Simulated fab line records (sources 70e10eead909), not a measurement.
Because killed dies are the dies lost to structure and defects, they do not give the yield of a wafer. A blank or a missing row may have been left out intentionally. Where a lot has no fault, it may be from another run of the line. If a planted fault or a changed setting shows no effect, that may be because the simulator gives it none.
Chamber matching ; flow nand-harc ; NHARC_A_BONDPAD_DESCUM_11 on rie-diel-06: 4 sister chambers
The step chemistry O2, time 3 s. 16 wafers are shown with their chamber, then 8 later ones without.

== WAFERS, EACH WITH ITS CHAMBER ==
wafer;chamber;drypump-motor-current-A (A);oes-product-au (a.u.);rf-vpp-V (V)
L286.1;2;5.6;0.976;57.7
L286.2;3;6.2;0.976;59.6
L286.6;1;4.7;1.000;57.4
L285.3;1;4.7;1.003;57.8
L285.4;2;5.6;1.001;57.7
L285.6;3;6.3;0.997;57.9
L289.4;1;4.7;1.011;56.7
L289.5;0;5.5;0.985;57.8
L289.6;3;6.2;1.000;57.4
L297.1;1;4.7;1.000;58.2
L297.5;1;4.7;1.003;57.2
L297.6;2;5.6;0.993;57.3
L299.3;2;5.6;0.990;58.8
L299.4;0;5.5;0.979;57.4
L299.5;2;5.6;0.998;57.6
L301.1;2;5.6;1.004;59.1

SIGNATURES (means of the wafers above)
reading;chamber 0;chamber 1;chamber 2;chamber 3;scatter within a chamber
drypump-motor-current-A;5.500;4.700;5.600;6.233;0.0236
oes-product-au;0.98200;1.00340;0.99367;0.99100;0.00888
rf-vpp-V;57.600;57.460;58.033;58.300;0.749
Rule: distance of a wafer from a chamber = root of the sum over the readings of ((wafer's reading minus chamber's mean) / reading's scatter) squared. If the next closest chamber is less than 2 further off than the closest, the wafer can't be placed; otherwise it belongs to the closest. The scatter is the square root of a quotient: the sum, over the shown wafers, of each reading's squared deviation from its chamber's mean, divided by wafers minus chambers.

== WAFERS WHOSE CHAMBER IS MISSING ==
wafer;drypump-motor-current-A (A);oes-product-au (a.u.);rf-vpp-V (V)
L301.4;6.3;0.986;56.7
L301.6;6.3;0.985;59.7
L305.1;6.2;1.000;57.7
L305.2;5.6;0.993;58.2
L305.3;4.7;1.001;58.2
L307.2;5.6;1.006;57.3
L307.3;5.5;0.985;56.9
L307.4;6.3;1.008;57.1

== WHICH CHAMBER EACH ONE RAN IN ==
wafer;from the rows above;in truth
L301.4;3;3
L301.6;3;3
L305.1;3;3
L305.2;2;2
L305.3;1;1
L307.2;2;2
L307.3;0;0
L307.4;3;3
8 of 8 placed correctly. Number that these rows cannot place: 0. Wrongly placed: 0.
